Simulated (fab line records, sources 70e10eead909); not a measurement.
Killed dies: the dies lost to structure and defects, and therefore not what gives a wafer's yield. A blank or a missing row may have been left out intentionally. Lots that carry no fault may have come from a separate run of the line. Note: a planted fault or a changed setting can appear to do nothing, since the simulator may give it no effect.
Code-filled problem report in 8D (eight disciplines) form    flow nand-harc    the parts of the form that need people (team, actions taken, sign-off) are left out

== 1. THE ISSUE ==
A mean of 110 is read at NHARC_END_SORT_01 for killed-at-array, taken on 1 wafer of 1 lot, against 25 (standard deviation 10) on wafers free of any fault. Relative to the usual mean, that is a shift of +8.5 standard deviations.
First observed at day 23 22:00: wafer L690.3, on prober-02. The record holds 3 wafers of 1 lot with a number at this step. The rule behind "out" and "out of limits": a value lying over 4 standard deviations away from the usual mean. Any other wafer with a number is counted as sound.

== 2. WHAT IT IS, AND WHAT IT ISN'T ==
question                     is                            is not
which readings at this step  killed-at-array, killed-dies  killed-at-other, killed-at-periphery, killed-open, killed-short
which lots                   L690                          -
which wafers of those lots   L690.3                        L690.1, L690.4
read on which gauges         prober-02                     -
when                         from day 23 22:00             up to then (1 sound wafer); but 1 sound wafer of L690 came after

== 3. SUSPECTS, AND WHAT RULES EACH OUT ==
Counting: any tool at a process step up to the reading remains a suspect provided it ran every lot that is out. Sound lots after the first of them don't rule it out here, since some wafers of a struck lot are sound.
- the gauge at NHARC_END_SORT_01: kept. All the wafers that are out were read on prober-02, and no step on other tools shows them out.
- rie-diel-08 at NHARC_A_BLC_ETCH_18 (etches the open film in C4F8/O2/Ar, target depth 910 nm): kept. It ran the lot that is out, L690 (day 22 01:06).
- rie-diel-01 at NHARC_A_BONDPAD_ETCH_24 (etches the open film in CF4/N2, target depth 30 nm, time 72.99 s): kept. It ran the lot that is out, L690 (day 22 15:55). NHARC_A_BONDPAD_ETCH_24: start missing for some lots; hours and lot order therefore follow NHARC_A_BONDPAD_DEGAS_25.
- pvd-sputter-02 at NHARC_A_BONDPAD_DEGAS_25 (time 60 s): kept. It ran the lot that is out, L690 (day 22 15:55).
- cmp-04 at NHARC_A_BONDPAD_CMP_19 (polishes, t overpolish 30 s, cu recess touch 16 s, target thk 169.8 nm): kept. It ran the lot that is out, L690 (day 22 16:59).
- In rie-diel-08 at NHARC_A_BLC_ETCH_18, the wafers that are out were processed in chamber 1 and their sound lot-mates in chambers 2, 3.
- In rie-diel-01 at NHARC_A_BONDPAD_ETCH_24, the wafers that are out were processed in chamber 2 and their sound lot-mates in chambers 0, 1.
- In cmp-04 at NHARC_A_BONDPAD_CMP_19, the wafers that are out were processed in chamber 1 and their sound lot-mates in chambers 2, 3.
Left after counting: rie-diel-08 at NHARC_A_BLC_ETCH_18, rie-diel-01 at NHARC_A_BONDPAD_ETCH_24, pvd-sputter-02 at NHARC_A_BONDPAD_DEGAS_25, cmp-04 at NHARC_A_BONDPAD_CMP_19, prober-02 at NHARC_END_SORT_01.

== 4. THE CAUSE (what the simulator had put in) ==
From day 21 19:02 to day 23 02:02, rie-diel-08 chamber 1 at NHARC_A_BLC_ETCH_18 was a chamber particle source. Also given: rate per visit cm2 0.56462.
Counting left 5 suspects, and this tool is among them.

== 5. SEQUENCE OF EFFECTS, ordered by route ==
Rows list readings where the struck wafers' mean (over those with a number) sits beyond 3 standard deviations from the usual. Only readings whose record carries a usual standard deviation are examined. hours: median over the lots of the time between each lot's start at the first step of this table that gives one and its start at this step. sigmas: the change, counted in usual standard deviations.
hours  step               reading          usual  on struck wafers  change  sigmas
0      NHARC_END_SORT_01  killed-at-array  25     110               +85     +8.5
0      NHARC_END_SORT_01  killed-dies      29     110               +81     +8.1

== 6. WHAT WOULD HAVE CAUGHT IT SOONER ==
In this record the first reading out of limits at a measuring or inspecting step was taken at day 23 22:00, 51 hours after the fault began at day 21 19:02.
Tool readings at NHARC_A_BLC_ETCH_18 with a usual standard deviation given in the record: none out on any struck wafer, hence no alarm at a limit of 4 standard deviations on them.
The start of NHARC_A_BLC_ETCH_18 on rie-diel-08 came by day 23 22:00 for every one of the lots that are out (1). Had the tool been put on hold then, not one of them would have been saved.
